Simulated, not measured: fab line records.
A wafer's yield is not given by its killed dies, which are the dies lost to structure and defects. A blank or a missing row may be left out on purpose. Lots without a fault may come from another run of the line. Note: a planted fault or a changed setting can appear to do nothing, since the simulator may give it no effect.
fab line records	flow n5_finfet
[record] lots = 7	wafers = 21	last_day = 17
route steps=1938 shown BEOL_M2@847 BEOL_M4@1111
lots that met no fault: from a run of the same line without faults
start_h: start of the lot's first displayed wafer, in hours after the record's first day	wait_h: hours from the lot's prior step to this one	" identical to the entry in the row above	L1.1+2: several wafers, shown together as one row	- no value, or no start was given	* or withheld: withheld	< > ~ a bound
route shown NAME@n: names a module that has steps shown in the file, with the first one's number in the route	usual: average and standard deviation across the fault-free wafers	same: alike in all rows	chamber/n: place in a boat	sites: per-site readings	_std_site: standard deviation of those values	_edge_site: mean of outer sites minus mean of inner sites	radius_mm: how far each site lies from the wafer's centre	mask NAME#n: copy n	behind: the last tool/chamber to shape the wafer	hold: why the lot went on hold/how many hours it stayed there/how the hold came to an end	device: which transistor (n, p or np) failed to switch	end of line: tests run on the same wafers once the route is complete	for a step that has no rows: nothing shown but its recipe	killed: count of dies lost to structure and defects at first sort (not the wafer's yield)	map: a wafer's dies, marking killed ones x, the rest . and places with no die _
set.NAME: the setting that was run; set.NAME@STEP: the one run at that earlier step	model.NAME: the simulator's own value behind a step, which no gauge read
lots seen at some steps along the route; tables by step, rows by wafer
services: a tool's chamber out of use, with start hour (start_h, from the record's first day; less than 0 if before it), hours out, and reason
[[steps]]
[step N5_BEOL_M2_COAT_73]
[recipe] resist = underlayer	temp_c = 205	time_s = 60	spin_rpm = 1500	resist_thk_nm = 5
[step N5_BEOL_M2_COAT_05]
[recipe] resist = CAR-EUV	spin_rpm = 1500	resist_thk_nm = 30
[step N5_BEOL_M2_EBR_07]
[recipe] solvent = PGMEA	ebr_width_mm = 1.5
[step N5_BEOL_M2_SOFTBAKE_06]
[recipe] temp_c = 110	time_s = 60	resist = CAR-EUV
[step N5_BEOL_M2_EXPOSE_08]
[recipe] mask_id = M2	na = 0.33	source_shape = dipole	sigma_inner = 0.369	sigma_outer = 0.767	polarization = unpolarized	dose_mj = 41.25
[step N5_BEOL_M2_PEB_09]
[recipe] peb_temp_c = 100	peb_time_s = 60	resist = CAR-EUV
[step N5_BEOL_M2_DEVELOP_10]
[recipe] develop_time_s = 30	developer = TMAH	resist = CAR-EUV	rinse_liquid = surfactant_rinse	dry = air_spin	dev_temp_c = 23
[step N5_BEOL_M2_CD_MEAS_11]
[recipe] target_cd_nm = 16.79	landing_energy_ev = 500	detector = se_inlens	polarity = opening
[usual] cd_nm = 16.95/0.27
lot.wafer	tool	chamber	start_h	wait_h	cd_nm
L162.1	cd_sem-03	0	171.66	-	16.64
L162.4	"	0	"	"	16.84
L162.5	"	0	"	"	16.78
L165.1	cd_sem-03	0	175.98	-	16.63
L165.3	"	0	"	"	16.90
L165.4	"	0	"	"	16.82
L166.3	cd_sem-03	0	178.45	-	16.87
L166.4	"	0	"	"	16.95
L166.5	"	0	"	"	17.15
L167.1	cd_sem-01	0	188.14	-	17.01
L167.2	"	0	"	"	17.26
L167.3	"	0	"	"	17.28
L169.2	cd_sem-03	0	213.27	-	17.15
L169.3	"	0	"	"	17.38
L169.6	"	0	"	"	16.96
L170.2	cd_sem-02	0	223.49	-	17.19
L170.3	"	0	"	"	16.97
L170.5	"	0	"	"	17.22
L181.1	cd_sem-01	0	280.18	-	16.52
L181.4	"	0	"	"	17.09
L181.6	"	0	"	"	17.15
[step N5_BEOL_M2_OVL_MEAS_12]
[recipe] points_per_wafer = 522
[usual] M2_OVL = -0.2/0.51
lot.wafer	tool	chamber	start_h	wait_h	M2_OVL[nm]
L162.1	overlay-01	0	171.69	0.0	-0.1
L162.4	"	0	"	"	-0.7
L162.5	"	0	"	"	-0.2
L165.1	overlay-02	0	176.01	0.0	-0.5
L165.3	"	0	"	"	0.4
L165.4	"	0	"	"	-0.1
L166.3	overlay-01	0	178.49	0.0	-0.9
L166.4	"	0	"	"	-0.2
L166.5	"	0	"	"	-0.4
L167.1	overlay-02	0	188.17	0.0	0.2
L167.2	"	0	"	"	-0.2
L167.3	"	0	"	"	0.0
L169.2	overlay-01	0	213.31	0.0	-0.6
L169.3	"	0	"	"	-0.7
L169.6	"	0	"	"	-0.9
L170.2	overlay-01	0	223.52	0.0	-0.2
L170.3	"	0	"	"	0.1
L170.5	"	0	"	"	-0.3
L181.1	overlay-02	0	280.21	0.0	-0.4
L181.4	"	0	"	"	-0.3
L181.6	"	0	"	"	-0.6
[step N5_BEOL_M2_INSPECT_13]
[recipe] mode = adi	inspect_instrument = brightfield
[usual] raw_defect_count = 415/91
lot.wafer	tool	chamber	start_h	wait_h	raw_defect_count
L162.1	defect_inspect-02	-	171.75	0.1	246
L162.4	"	-	"	"	303
L162.5	"	-	"	"	338
L165.1	defect_inspect-01	-	176.07	0.1	589
L165.3	"	-	"	"	374
L165.4	"	-	"	"	323
L166.3	defect_inspect-01	-	178.53	0.0	417
L166.4	"	-	"	"	482
L166.5	"	-	"	"	315
L167.1	defect_inspect-02	-	188.23	0.1	397
L167.2	"	-	"	"	382
L167.3	"	-	"	"	364
L169.2	defect_inspect-01	-	213.36	0.0	336
L169.3	"	-	"	"	341
L169.6	"	-	"	"	459
L170.2	defect_inspect-01	-	223.58	0.0	397
L170.3	"	-	"	"	538
L170.5	"	-	"	"	561
L181.1	defect_inspect-01	-	280.26	0.1	413
L181.4	"	-	"	"	351
L181.6	"	-	"	"	445
[step N5_BEOL_M2_DESCUM_16]
[recipe] chemistry = O2	time_s = 7	source_power_w = 50	bias_power_w = 20	pressure_mtorr = 20	rf_frequency_hz = 2.712e+07	temp_c = 40	resist = CAR-EUV	o2_flow_sccm = 225
[usual] drypump_motor_current_A = 5.7/0.41	o2_flow_sccm = 225.0/0.7	oes_product_au = 0.81/0.079	rf_fwd_power_W = 49.38/0.23	rf_vpp_V = 243.4/1.4	showerhead_plenum_p_Torr = 2.11/0.067	throttle_valve_pct = 20.45/0.16
lot.wafer	tool	chamber	start_h	wait_h	drypump_motor_current_A	o2_flow_sccm	oes_product_au	rf_fwd_power_W	rf_hours_counter_h	rf_vpp_V	showerhead_plenum_p_Torr	throttle_valve_pct
L162.1	rie_diel-06	0	172.83	1.1	5.3	223.9	0.75	49.03	154	243.0	2.09	20.65
L162.4	"	2	"	"	5.3	224.6	0.86	49.57	-	244.1	2.22	20.25
L162.5	"	0	"	"	5.3	224.0	0.74	49.31	-	243.1	2.09	20.64
L165.1	rie_diel-06	1	176.11	0.0	6.2	224.6	0.71	49.53	209	241.5	1.97	20.38
L165.3	"	2	"	"	5.3	225.4	0.86	49.65	50	244.9	2.22	20.27
L165.4	"	1	"	"	6.2	225.1	0.71	49.45	-	240.9	1.97	20.39
L166.3	rie_diel-05	3	178.57	0.0	6.3	224.8	0.67	49.52	245	243.6	2.13	20.50
L166.4	"	1	"	"	5.9	223.8	0.90	49.32	37	240.6	2.03	20.47
L166.5	"	2	"	"	5.8	225.4	0.88	49.39	-	242.1	2.05	20.60
L167.1	rie_diel-06	2	188.26	0.0	5.3	225.2	0.85	49.75	56	244.8	2.22	20.26
L167.2	"	0	"	"	5.3	225.1	0.74	49.02	162	242.6	2.09	20.64
L167.3	"	1	"	"	6.1	226.0	0.69	49.40	215	242.6	1.97	20.40
L169.2	rie_diel-06	3	213.72	0.4	5.1	224.0	0.94	48.67	7	244.1	2.16	20.47
L169.3	"	0	"	"	5.3	225.1	0.74	49.05	171	243.5	2.09	20.64
L169.6	"	2	"	"	5.3	224.9	0.84	49.59	-	244.7	2.21	20.29
L170.2	rie_diel-01	0	223.63	0.1	5.4	225.1	0.84	49.37	80	245.1	2.14	20.44
L170.3	"	3	"	"	5.6	224.4	0.67	49.27	238	242.2	2.16	20.71
L170.5	"	0	"	"	5.4	224.9	0.84	49.45	-	243.2	2.14	20.44
L181.1	rie_diel-05	3	280.30	0.0	6.3	224.5	0.89	49.56	22	243.2	2.12	20.26
L181.4	"	1	"	"	5.8	226.4	0.85	49.71	69	241.5	2.02	20.50
L181.6	"	1	"	"	5.9	225.8	0.86	49.77	-	243.2	2.02	20.50
[step N5_BEOL_M2_ETCH_74]
[recipe] chemistry = N2/H2	target = underlayer	target_depth_a = 65	mask_material = CAR-EUV	time_s = 5.2	ion_energy_ev = 200	pressure_mtorr = 30	source_w = 840	bias_w = 150	n2_flow_sccm = 200	h2_flow_sccm = 200	ends = cleared
[usual] bias_w = 150.1/0.42	chamber_pressure_mTorr = 30.00/0.041	drypump_motor_current_A = 5.7/0.41	etch_rf_on_time_s = 5.15/0.1	oes_product_au = 0.69/0.071	rf_fwd_power_W = 819.3/2.6	rf_vpp_V = 524.4/2.4	showerhead_plenum_p_Torr = 2.55/0.079	throttle_valve_pct = 17.84/0.18
lot.wafer	tool	chamber	start_h	wait_h	bias_w	chamber_pressure_mTorr	drypump_motor_current_A	etch_rf_on_time_s	oes_product_au	rf_fwd_power_W	rf_hours_counter_h	rf_vpp_V	showerhead_plenum_p_Torr	throttle_valve_pct
L162.1	rie_diel-06	0	172.86	0.0	149.2	29.90	5.4	5.21	0.64	816.0	154	523.4	2.56	18.16
L162.4	"	2	"	"	150.5	30.01	5.2	5.19	0.75	813.9	-	529.9	2.69	17.68
L162.5	"	0	"	"	149.9	29.92	5.3	5.22	0.64	818.0	-	526.3	2.56	18.19
L165.1	rie_diel-06	1	176.14	0.0	149.7	30.05	6.2	5.33	0.60	820.3	209	519.9	2.41	17.99
L165.3	"	2	"	"	150.7	30.02	5.3	5.20	0.73	821.9	50	528.1	2.69	17.66
L165.4	"	1	"	"	149.6	29.99	6.2	5.28	0.60	818.6	-	520.9	2.41	17.99
L166.3	rie_diel-05	3	178.60	0.0	150.4	29.94	6.3	5.26	0.57	816.9	245	527.7	2.62	18.14
L166.4	"	1	"	"	149.8	30.01	5.9	5.15	0.77	823.2	37	524.5	2.47	17.84
L166.5	"	2	"	"	150.4	30.01	5.8	5.07	0.76	820.7	-	522.0	2.48	17.84
L167.1	rie_diel-06	2	188.30	0.0	150.4	29.95	5.3	5.14	0.73	818.2	56	528.5	2.69	17.68
L167.2	"	0	"	"	149.5	30.03	5.4	5.21	0.64	816.2	162	524.3	2.55	18.18
L167.3	"	1	"	"	149.9	30.03	6.2	5.29	0.59	818.2	215	518.4	2.40	17.99
L169.2	rie_diel-06	3	213.75	0.0	150.6	30.03	5.1	5.13	0.81	821.0	7	523.9	2.59	17.65
L169.3	"	0	"	"	149.9	29.97	5.3	5.21	0.62	817.5	171	525.0	2.55	18.19
L169.6	"	2	"	"	149.9	29.95	5.3	5.23	0.72	820.4	-	526.8	2.69	17.69
L170.2	rie_diel-01	0	223.67	0.0	150.2	30.01	5.4	5.19	0.71	821.6	80	525.4	2.55	17.66
L170.3	"	3	"	"	150.7	30.00	5.6	5.24	0.57	819.1	238	527.9	2.61	18.09
L170.5	"	0	"	"	149.7	29.99	5.4	5.21	0.72	821.8	-	524.2	2.55	17.65
L181.1	rie_diel-05	3	280.33	0.0	150.4	30.02	6.2	5.07	0.77	820.9	22	526.1	2.61	17.80
L181.4	"	1	"	"	150.1	30.06	5.9	5.05	0.74	821.7	70	523.3	2.45	17.94
L181.6	"	1	"	"	150.1	30.03	5.9	5.09	0.74	821.4	-	521.4	2.45	17.90
[step N5_BEOL_M2_ETCH_63]
[recipe] chemistry = CF4	target = SiARC	target_depth_a = 156	mask_material = CAR-EUV	time_s = 26	ion_energy_ev = 80	pressure_mtorr = 40	source_w = 545	bias_w = 36	Ar_flow_sccm = 100	cf4_flow_sccm = 100	ends = cleared
[usual] bias_w = 36.00/0.093	cf4_flow_sccm = 100.1/0.3	drypump_motor_current_A = 5.7/0.41	etch_rf_on_time_s = 25.7/0.45	oes_product_au = 0.69/0.07	rf_fwd_power_W = 532.1/2	rf_vpp_V = 184.1/1.1	showerhead_plenum_p_Torr = 2.15/0.059	throttle_valve_pct = 15.57/0.2
lot.wafer	tool	chamber	start_h	wait_h	bias_w	cf4_flow_sccm	drypump_motor_current_A	etch_rf_on_time_s	oes_product_au	rf_fwd_power_W	rf_hours_counter_h	rf_vpp_V	showerhead_plenum_p_Torr	throttle_valve_pct
L162.1	rie_diel-06	0	172.88	0.0	36.14	100.0	5.3	25.9	0.64	533.7	154	183.1	2.14	15.78
L162.4	"	2	"	"	35.98	100.2	5.3	25.8	0.74	535.2	-	186.3	2.25	15.34
L162.5	"	0	"	"	36.07	100.3	5.3	26.1	0.64	531.1	-	181.8	2.14	15.80
L165.1	rie_diel-06	1	176.16	0.0	35.92	100.2	6.1	26.5	0.60	533.7	209	182.0	2.04	15.71
L165.3	"	2	"	"	35.97	99.9	5.2	25.5	0.74	532.4	50	184.4	2.25	15.37
L165.4	"	1	"	"	35.94	100.1	6.1	26.4	0.60	533.4	-	183.0	2.04	15.72
L166.3	rie_diel-05	3	178.62	0.0	-	-	-	-	-	-	-	-	-	-
L166.4	"	1	"	"	-	-	-	-	-	-	-	-	-	-
L166.5	"	2	"	"	-	-	-	-	-	-	-	-	-	-
L167.1	rie_diel-06	2	188.32	0.0	-	-	-	-	-	-	-	-	-	-
L167.2	"	0	"	"	-	-	-	-	-	-	-	-	-	-
L167.3	"	1	"	"	-	-	-	-	-	-	-	-	-	-
L169.2	rie_diel-06	3	213.77	0.0	-	-	-	-	-	-	-	-	-	-
L169.3	"	0	"	"	-	-	-	-	-	-	-	-	-	-
L169.6	"	2	"	"	-	-	-	-	-	-	-	-	-	-
L170.2	rie_diel-01	0	223.68	0.0	35.97	100.3	5.4	25.5	0.73	530.3	80	183.7	2.16	15.46
L170.3	"	3	"	"	36.02	99.3	5.6	26.4	0.58	530.2	238	183.1	2.20	15.90
L170.5	"	0	"	"	35.80	100.1	5.4	25.6	0.73	530.5	-	184.2	2.16	15.45
L181.1	rie_diel-05	3	280.35	0.0	36.07	100.2	6.2	25.2	0.77	533.2	22	183.8	2.18	15.43
L181.4	"	1	"	"	35.95	99.5	5.9	25.8	0.72	529.7	70	182.2	2.07	15.59
L181.6	"	1	"	"	36.00	100.3	5.9	25.6	0.73	529.4	-	182.6	2.07	15.60
[step N5_BEOL_M2_ETCH_64]
[recipe] chemistry = N2/H2	target = SOC	target_depth_a = 750	overetch_a = 225	mask_material = SiARC	temp_c = 40	time_s = 121.9	ion_energy_ev = 200	pressure_mtorr = 30	source_w = 840	bias_w = 150	n2_flow_sccm = 200	h2_flow_sccm = 200
[usual] bias_w = 150.0/0.44	chamber_pressure_mTorr = 30.001/0.029	drypump_motor_current_A = 5.7/0.41	oes_product_au = 0.61/0.057	rf_fwd_power_W = 836.9/2.5	rf_vpp_V = 524.4/2.2	showerhead_plenum_p_Torr = 2.55/0.079	throttle_valve_pct = 17.80/0.18
lot.wafer	tool	chamber	start_h	wait_h	bias_w	chamber_pressure_mTorr	drypump_motor_current_A	oes_product_au	rf_fwd_power_W	rf_hours_counter_h	rf_vpp_V	showerhead_plenum_p_Torr	throttle_valve_pct
L162.1	rie_diel-06	0	172.91	0.0	150.1	29.961	5.4	0.57	840.4	154	524.1	2.56	18.13
L162.4	"	2	"	"	149.4	30.006	5.3	0.66	835.7	-	528.2	2.69	17.62
L162.5	"	0	"	"	149.9	30.019	5.3	0.57	836.7	-	524.7	2.56	18.13
L165.1	rie_diel-06	1	176.19	0.0	150.0	30.002	6.1	0.54	838.6	209	520.2	2.41	17.94
L165.3	"	2	"	"	150.1	30.000	5.3	0.66	840.7	50	527.7	2.69	17.63
L165.4	"	1	"	"	151.1	30.015	6.1	0.55	840.9	-	521.0	2.41	17.94
L166.3	rie_diel-05	3	178.65	0.0	150.0	30.014	6.2	0.26	835.9	245	526.1	2.63	18.03
L166.4	"	1	"	"	149.2	29.989	5.9	0.33	837.3	37	522.8	2.47	17.77
L166.5	"	2	"	"	150.2	29.974	5.8	0.33	836.5	-	523.1	2.48	17.78
L167.1	rie_diel-06	2	188.34	0.0	149.7	30.025	5.3	0.32	833.7	56	529.3	2.69	17.61
L167.2	"	0	"	"	150.1	30.036	5.4	0.28	839.5	162	523.2	2.55	18.10
L167.3	"	1	"	"	149.9	29.974	6.1	0.27	837.8	215	520.8	2.40	17.90
L169.2	rie_diel-06	3	213.80	0.0	149.9	29.987	5.1	0.35	835.1	8	525.2	2.59	17.54
L169.3	"	0	"	"	150.0	30.004	5.4	0.28	837.6	171	524.2	2.55	18.11
L169.6	"	2	"	"	150.0	30.011	5.3	0.32	837.8	-	527.9	2.69	17.59
L170.2	rie_diel-01	0	223.71	0.0	150.4	30.012	5.5	0.63	836.7	80	523.8	2.55	17.60
L170.3	"	3	"	"	150.4	30.038	5.6	0.51	840.9	239	524.7	2.61	18.02
L170.5	"	0	"	"	150.3	30.009	5.4	0.64	836.7	-	525.6	2.55	17.60
L181.1	rie_diel-05	3	280.38	0.0	149.4	29.965	6.3	0.67	838.4	22	525.6	2.61	17.75
L181.4	"	1	"	"	150.2	30.006	5.9	0.63	840.2	70	520.7	2.45	17.86
L181.6	"	1	"	"	150.5	30.035	5.9	0.64	838.6	-	521.3	2.45	17.85
[step N5_BEOL_M2_STRIP_65]
[recipe] chemistry = N2/H2	temp_c = 40	n2_flow_sccm = 200	h2_flow_sccm = 200	rf_frequency_hz = 6e+07
[step N5_BEOL_M2_STRIP_75]
[recipe] chemistry = N2/H2	temp_c = 40	n2_flow_sccm = 200	h2_flow_sccm = 200	rf_frequency_hz = 6e+07
[step N5_BEOL_M2_STRIP_66]
[recipe] chemistry = CF4	resist = SiARC	power_w = 300	bias_power_w = 75	pressure_mtorr = 50	cf4_flow_sccm = 150	rf_frequency_hz = 6e+07
[usual] drypump_motor_current_A = 5.7/0.41	oes_product_au = 0.80/0.074	rf_fwd_power_W = 292.6/0.94	rf_vpp_V = 271.3/1.4	showerhead_plenum_p_Torr = 1.80/0.049	throttle_valve_pct = 13.54/0.22
lot.wafer	tool	chamber	start_h	wait_h	drypump_motor_current_A	oes_product_au	rf_fwd_power_W	rf_hours_counter_h	rf_vpp_V	showerhead_plenum_p_Torr	throttle_valve_pct
L162.1	rie_diel-06	0	173.04	0.0	5.3	0.74	291.9	154	271.8	1.80	13.79
L162.4	"	2	"	"	5.3	0.86	292.7	-	272.0	1.89	13.34
L162.5	"	0	"	"	5.3	0.74	292.2	-	270.3	1.80	13.78
L165.1	rie_diel-06	1	176.32	0.0	6.1	0.71	292.5	209	268.8	1.71	13.72
L165.3	"	2	"	"	5.3	0.85	292.6	50	273.9	1.89	13.35
L165.4	"	1	"	"	6.1	0.71	292.5	-	269.6	1.71	13.72
L166.3	rie_diel-05	3	178.78	0.0	6.2	0.67	292.0	245	270.7	1.83	13.83
L166.4	"	1	"	"	5.9	0.87	292.6	37	269.9	1.75	13.49
L166.5	"	2	"	"	5.8	0.86	294.0	-	269.9	1.76	13.63
L167.1	rie_diel-06	2	188.48	0.0	5.3	0.85	293.9	56	273.6	1.89	13.37
L167.2	"	0	"	"	5.3	0.73	292.3	162	270.5	1.80	13.80
L167.3	"	1	"	"	6.1	0.70	290.6	215	269.2	1.71	13.72
L169.2	rie_diel-06	3	213.93	0.0	5.1	0.92	290.4	8	270.8	1.84	13.37
L169.3	"	0	"	"	5.3	0.74	292.7	171	271.6	1.80	13.82
L169.6	"	2	"	"	5.3	0.83	294.6	-	273.5	1.89	13.38
L170.2	rie_diel-01	0	223.85	0.0	5.4	0.83	293.2	80	272.5	1.82	13.45
L170.3	"	3	"	"	5.6	0.67	292.8	239	272.7	1.85	13.92
L170.5	"	0	"	"	5.4	0.83	293.2	-	272.0	1.82	13.48
L181.1	rie_diel-05	3	280.51	0.0	6.2	0.87	292.1	22	270.6	1.82	13.34
L181.4	"	1	"	"	5.8	0.84	292.0	70	269.8	1.74	13.56
L181.6	"	1	"	"	5.8	0.83	293.1	-	269.5	1.74	13.57
[step N5_BEOL_M2_HM_OPEN_17]
[recipe] chemistry = Cl2/BCl3	target_depth_a = 200	overetch_a = 60	target = TiN	mask_material = SOC	ion_energy_ev = 150	pressure_mtorr = 10	icp_w = 1000	bias_w = 126	Cl2_flow_sccm = 53.25	bcl3_flow_sccm = 21.75	Ar_flow_sccm = 25
[usual] drypump_motor_current_A = 5.9/0.6	oes_product_au = 0.70/0.087	rf_fwd_power_W = 994/3.1	throttle_valve_pct = 22.04/0.28
lot.wafer	tool	chamber	start_h	wait_h	drypump_motor_current_A	oes_product_au	rf_fwd_power_W	rf_hours_counter_h	throttle_valve_pct
L162.1	rie_metal-03	1	173.08	0.0	6.3	0.72	995	20	22.04
L162.4	"	0	"	"	6.3	0.77	993	-	22.06
L162.5	"	0	"	"	6.4	0.76	995	-	22.04
L165.1	rie_metal-03	0	176.36	0.0	6.3	0.77	997	11	22.03
L165.3	"	0	"	"	6.3	0.77	995	-	22.04
L165.4	"	1	"	"	6.4	0.71	991	-	22.05
L166.3	rie_metal-01	0	178.85	0.1	4.7	0.35	994	-	22.79
L166.4	"	1	"	"	6.3	0.23	1000	-	22.38
L166.5	"	1	"	"	6.2	0.22	999	-	22.41
L167.1	rie_metal-02	0	188.52	0.0	5.6	0.27	992	68	22.65
L167.2	"	1	"	"	6.0	0.29	992	37	23.17
L167.3	"	0	"	"	5.6	0.27	990	-	22.64
L169.2	rie_metal-03	1	213.97	0.0	6.4	0.31	992	24	22.71
L169.3	"	1	"	"	6.4	0.31	994	-	22.69
L169.6	"	1	"	"	6.4	0.31	994	-	22.71
L170.2	rie_metal-03	0	223.89	0.0	6.3	0.76	998	14	22.05
L170.3	"	0	"	"	6.3	0.77	989	-	22.03
L170.5	"	1	"	"	6.3	0.72	995	-	22.04
L181.1	rie_metal-02	1	280.55	0.0	6.0	0.65	992	46	22.53
L181.4	"	1	"	"	6.0	0.65	991	-	22.56
L181.6	"	1	"	"	6.0	0.65	990	-	22.55
[step N5_BEOL_M2_STRIP_19]
[recipe] chemistry = O2	power_w = 400	temp_c = 40	pressure_mtorr = 30	rf_frequency_hz = 6e+07	bias_power_w = 0	overash_fraction = 0.2	o2_flow_sccm = 225
[usual] drypump_motor_current_A = 5.7/0.41	o2_flow_sccm = 225.0/0.71	oes_product_au = 0.81/0.084	rf_vpp_V = 3.6/0.43	showerhead_plenum_p_Torr = 2.10/0.069	throttle_valve_pct = 16.65/0.18
lot.wafer	tool	chamber	start_h	wait_h	drypump_motor_current_A	o2_flow_sccm	oes_product_au	rf_hours_counter_h	rf_vpp_V	showerhead_plenum_p_Torr	throttle_valve_pct
L162.1	rie_diel-06	1	173.21	0.1	6.1	224.8	0.71	207	4.0	1.98	16.68
L162.4	"	2	"	"	5.3	226.1	0.86	-	4.2	2.22	16.45
L162.5	"	0	"	"	5.3	224.7	0.75	-	4.0	2.10	16.84
L165.1	rie_diel-06	0	176.47	0.1	5.3	224.3	0.75	156	3.1	2.10	16.85
L165.3	"	1	"	"	6.2	225.1	0.70	209	3.8	1.98	16.67
L165.4	"	0	"	"	5.3	225.2	0.75	-	2.6	2.10	16.85
L166.3	rie_diel-06	2	178.96	0.1	5.3	225.6	0.86	52	3.7	2.22	16.48
L166.4	"	0	"	"	5.3	226.7	0.74	-	3.8	2.10	16.85
L166.5	"	2	"	"	5.3	224.8	0.86	-	4.6	2.22	16.49
L167.1	rie_diel-05	0	188.70	0.2	5.7	224.5	0.80	100	3.4	2.12	16.34
L167.2	"	3	"	"	6.3	225.1	0.67	248	4.2	2.13	16.86
L167.3	"	2	"	"	5.8	224.8	0.86	52	3.8	2.05	16.81
L169.2	rie_diel-05	0	214.17	0.2	5.7	224.5	0.79	109	2.9	2.12	16.37
L169.3	"	3	"	"	6.2	223.7	0.95	1	3.7	2.13	16.42
L169.6	"	3	"	"	6.3	224.7	0.95	-	3.0	2.13	16.43
L170.2	rie_diel-06	1	224.00	0.1	6.2	224.1	0.69	226	3.6	1.97	16.71
L170.3	"	3	"	"	5.1	224.7	0.92	11	3.5	2.16	16.59
L170.5	"	2	"	"	5.3	225.7	0.84	-	3.7	2.22	16.50
L181.1	rie_diel-06	3	280.66	0.1	5.1	225.6	0.88	25	3.5	2.16	16.61
L181.4	"	0	"	"	5.3	225.3	0.72	197	3.5	2.08	16.92
L181.6	"	2	"	"	5.3	225.9	0.81	-	2.9	2.21	16.54
[step N5_BEOL_M2_CD_MEAS_18]
[recipe] pitch_nm = 36	target_cd_nm = 18
[usual] cd_nm = 18.1/0.39
lot.wafer	tool	chamber	start_h	wait_h	cd_nm
L162.1	cd_sem-03	-	173.27	0.0	17.8
L162.4	"	-	"	"	18.2
L162.5	"	-	"	"	18.3
L165.1	cd_sem-01	-	176.54	0.0	18.1
L165.3	"	-	"	"	18.0
L165.4	"	-	"	"	18.0
L166.3	cd_sem-01	-	179.03	0.1	-
L166.4	"	-	"	"	-
L166.5	"	-	"	"	-
L167.1	cd_sem-01	-	188.77	0.0	-
L167.2	"	-	"	"	-
L167.3	"	-	"	"	-
L169.2	cd_sem-03	-	214.24	0.1	-
L169.3	"	-	"	"	-
L169.6	"	-	"	"	-
L170.2	cd_sem-03	-	224.07	0.1	18.4
L170.3	"	-	"	"	18.6
L170.5	"	-	"	"	18.8
L181.1	cd_sem-01	-	280.73	0.0	18.2
L181.4	"	-	"	"	18.2
L181.6	"	-	"	"	18.3
[step N5_BEOL_M2_COAT_67]
[recipe] resist = SOC	temp_c = 250	time_s = 60	spin_rpm = 1500	resist_thk_nm = 60
[step N5_BEOL_M4_RC_MEAS_101]
[usual] DIBL_N = 36.0/1.7	DIBL_P = 36.2/2.3	IOFF_N = 0.16/0.03	IOFF_P = 0.21/0.036	ION_N = 679/11	ION_P = 465/7.1	SS_N = 71.4/0.58	SS_P = 73.3/0.75	VT_N = 249/3.1	VT_P = -251/3.5
lot.wafer	tool	chamber	start_h	wait_h	DIBL_N[mV/V]	DIBL_P[mV/V]	IOFF_N[nA/um]	IOFF_P[nA/um]	ION_N[uA/um]	ION_P[uA/um]	SS_N[mV/dec]	SS_P[mV/dec]	VT_N[mV]	VT_P[mV]
L162.1	prober-01	0	206.43	0.0	31.2	31.2	0.10	0.16	650	458	70.4	71.8	253	-250
L162.4	"	0	"	"	31.4	31.3	0.11	0.17	661	465	69.6	72.3	255	-250
L162.5	"	0	"	"	36.1	38.3	0.20	0.29	685	477	71.3	73.3	245	-242
L165.1	prober-01	0	213.86	0.0	34.8	34.9	0.14	0.20	669	459	71.5	72.7	249	-251
L165.3	"	0	"	"	35.4	35.2	0.14	0.19	661	452	71.6	74.3	251	-252
L165.4	"	0	"	"	35.2	35.1	0.15	0.20	678	460	71.5	72.7	248	-251
L170.2	prober-01	0	251.80	0.4	36.0	36.0	0.14	0.23	669	470	71.0	73.3	253	-246
L170.3	"	0	"	"	37.7	37.5	0.17	0.26	682	476	71.8	73.5	247	-248
L170.5	"	0	"	"	35.0	34.6	0.12	0.20	667	465	71.1	72.8	254	-250
L181.1	prober-01	0	316.23	0.0	35.8	36.5	0.16	0.20	687	467	71.9	73.4	248	-253
L181.4	"	0	"	"	39.2	39.4	0.20	0.24	691	462	72.5	74.7	247	-251
L181.6	"	0	"	"	34.0	33.5	0.12	0.16	667	455	71.1	72.7	251	-255
[[services]]
tool	chamber	start_h	hours	kind
rie_diel-06	3	166.60	-	clean
rie_diel-06	3	166.60	-	consumable_replace:focus_ring
rie_metal-01	1	180.25	2.8	repair
rie_metal-01	1	183.06	-	clean
rie_metal-01	1	183.06	12.9	scheduled_down
rie_metal-01	1	183.06	12.9	vent_cycle
rie_diel-05	3	194.37	-	clean
rie_diel-05	3	194.37	-	consumable_replace:focus_ring
rie_diel-05	3	194.37	13.7	scheduled_down
rie_diel-05	3	194.37	13.7	vent_cycle
rie_diel-06	3	225.92	16.6	repair
rie_diel-01	3	263.49	2.6	repair
rie_diel-01	3	266.36	-	clean
rie_diel-01	3	266.36	-	consumable_replace:focus_ring
rie_diel-01	3	266.36	24.7	scheduled_down
rie_diel-01	3	266.36	24.7	vent_cycle
[[key]]
[first_sign] step = N5_BEOL_M2_ETCH_63	reading = tool_record	direction = missing
[effect] step = N5_BEOL_M2_ETCH_64	reading = oes_product_au	direction = down	sigmas = 5.4	usual = 0.61	struck = 0.30
[effect] step = N5_BEOL_M2_HM_OPEN_17	reading = oes_product_au	direction = down	sigmas = 4.8	usual = 0.70	struck = 0.29
[effect] step = N5_BEOL_M2_CD_MEAS_18	reading = cd_nm	direction = missing
met_at N5_BEOL_M2_ETCH_63
struck_wafers L166.3,L166.4,L166.5,L167.1,L167.2,L167.3,L169.2,L169.3,L169.6
later_rows_left_out L166.3,L166.4,L166.5,L167.1,L167.2,L167.3,L169.2,L169.3,L169.6
sort_left_out L166.3,L166.4,L166.5,L167.1,L167.2,L167.3,L169.2,L169.3,L169.6
onset_between 176.16 178.62
[fault] kind = skipped_step_whole	tool = rie_diel-05,rie_diel-06	chamber = -	onset_h = 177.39	steps = N5_BEOL_M2_ETCH_63	scope = struck_lots_only
// sort_left_out: the simulated sort isn't trusted on such a fault, so these wafers' sort isn't shown, and their yield isn't known
// later_rows_left_out: the simulator's readings of these wafers behind a module that went badly wrong aren't trusted and aren't shown, but for the sort
